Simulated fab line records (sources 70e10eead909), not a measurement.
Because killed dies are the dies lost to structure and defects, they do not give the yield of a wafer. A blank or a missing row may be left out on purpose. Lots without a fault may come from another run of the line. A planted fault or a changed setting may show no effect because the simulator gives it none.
Which tool is to blame? | flow nand-harc | Sampling: 6 lots, 18 wafers, 5 of 1159 route steps

WHAT EACH GAUGE READ, for each wafer
NHARC_A_SGD_CUT_THK_MEAS_22: measures by ellipsometry.
lot  | measured     | on            | thk-nm (nm)
L877 | day 14 13:35 | film-metro-01 | 147.7 150.0 149.2
L880 | day 15 05:43 | film-metro-02 | 148.0 149.1 53.5
L881 | day 16 08:40 | film-metro-02 | 150.1 48.3 146.7
L891 | day 18 01:17 | film-metro-01 | 147.7 149.5 147.9
L895 | day 19 05:33 | film-metro-02 | 148.9 147.6 149.7
L898 | day 19 23:28 | film-metro-02 | 146.5 146.5 143.3

WHAT TOOL EACH LOT RAN ON (gives the tool, then ch and the chambers of the sampled wafers, and finally the start)
lot  | NHARC_A_SGD_CUT_ETCH_59                       | NHARC_A_SGD_CUT_STRIP_17                      | NHARC_A_SGD_CUT_DEP_20       | NHARC_A_SGD_CUT_CMP_21
L877 | rie-diel-03 ch 0,1,3, day 14 04:04 or earlier | rie-diel-03 ch 0,1,3, day 14 04:04 or earlier | fcvd-02 ch 0,1, day 14 04:04 | cmp-02 ch 0,1,2, day 14 13:23
L880 | rie-diel-01 ch 1,3, day 14 23:26 or earlier   | rie-diel-01 ch 0,2,3, day 14 23:26 or earlier | fcvd-02 ch 0,1, day 14 23:26 | cmp-04 ch 0,1, day 15 05:27
L881 | rie-diel-11 ch 2,3, day 16 04:04 or earlier   | rie-diel-11 ch 0,1,2, day 16 04:04 or earlier | fcvd-02 ch 0,1, day 16 04:04 | cmp-01 ch 1,3, day 16 08:25
L891 | rie-diel-03 ch 0,1, day 17 20:30 or earlier   | rie-diel-03 ch 0,1,3, day 17 20:30 or earlier | fcvd-01 ch 0,1, day 17 20:30 | cmp-01 ch 1,2, day 18 01:02
L895 | rie-diel-03 ch 1,3, day 18 19:03 or earlier   | rie-diel-03 ch 1,3, day 18 19:03 or earlier   | fcvd-02 ch 0,1, day 18 19:03 | cmp-01 ch 0,3, day 19 05:17
L898 | rie-diel-03 ch 0,1,3, day 19 19:08 or earlier | rie-diel-03 ch 2,3, day 19 19:08 or earlier   | fcvd-02 ch 0,1, day 19 19:08 | cmp-04 ch 0,2,3, day 19 23:14
- NHARC_A_SGD_CUT_ETCH_59: etches the open film in N2/H2, target depth 260 nm, time 406.25 s.
- NHARC_A_SGD_CUT_STRIP_17: strips in O2.
- NHARC_A_SGD_CUT_DEP_20: deposits SiO2, target thk 150 nm.
- NHARC_A_SGD_CUT_CMP_21: polishes, target thk 148.19 nm.

THE ANSWER, worked out from the rows above alone
Rule: the usual values come from the lots themselves. The widest of any qualifying gaps counts: lots, ordered by their means at a reading, are off when they make up no more than a third of the lots, leave a main group of 4 or more, and stand apart from it by 3 or more times the standard deviation of that group's means. A main group is skipped when, at the precision printed for the reading in the tables above, its means are all equal. A lot without any number at a reading at which 4 lots or more have one is off too. Any other lot the step has rows for is counted as sound.
Off, at NHARC_A_SGD_CUT_THK_MEAS_22 on thk-nm: L880, L881. The main group: mean 147.9 nm, standard deviation 1.4.
If a tool, at a process step before that reading, ran all the lots that are off and no sound lot after the first of them, it fits. Those tools and the gauges at NHARC_A_SGD_CUT_THK_MEAS_22 are tried in the same way. NHARC_A_SGD_CUT_ETCH_59: start missing for some lots; hours and lot order therefore follow NHARC_A_SGD_CUT_DEP_20. NHARC_A_SGD_CUT_STRIP_17: start missing for some lots; hours and lot order therefore follow NHARC_A_SGD_CUT_DEP_20. No candidate that was tried fits.

WHAT THE SIMULATOR PUT IN
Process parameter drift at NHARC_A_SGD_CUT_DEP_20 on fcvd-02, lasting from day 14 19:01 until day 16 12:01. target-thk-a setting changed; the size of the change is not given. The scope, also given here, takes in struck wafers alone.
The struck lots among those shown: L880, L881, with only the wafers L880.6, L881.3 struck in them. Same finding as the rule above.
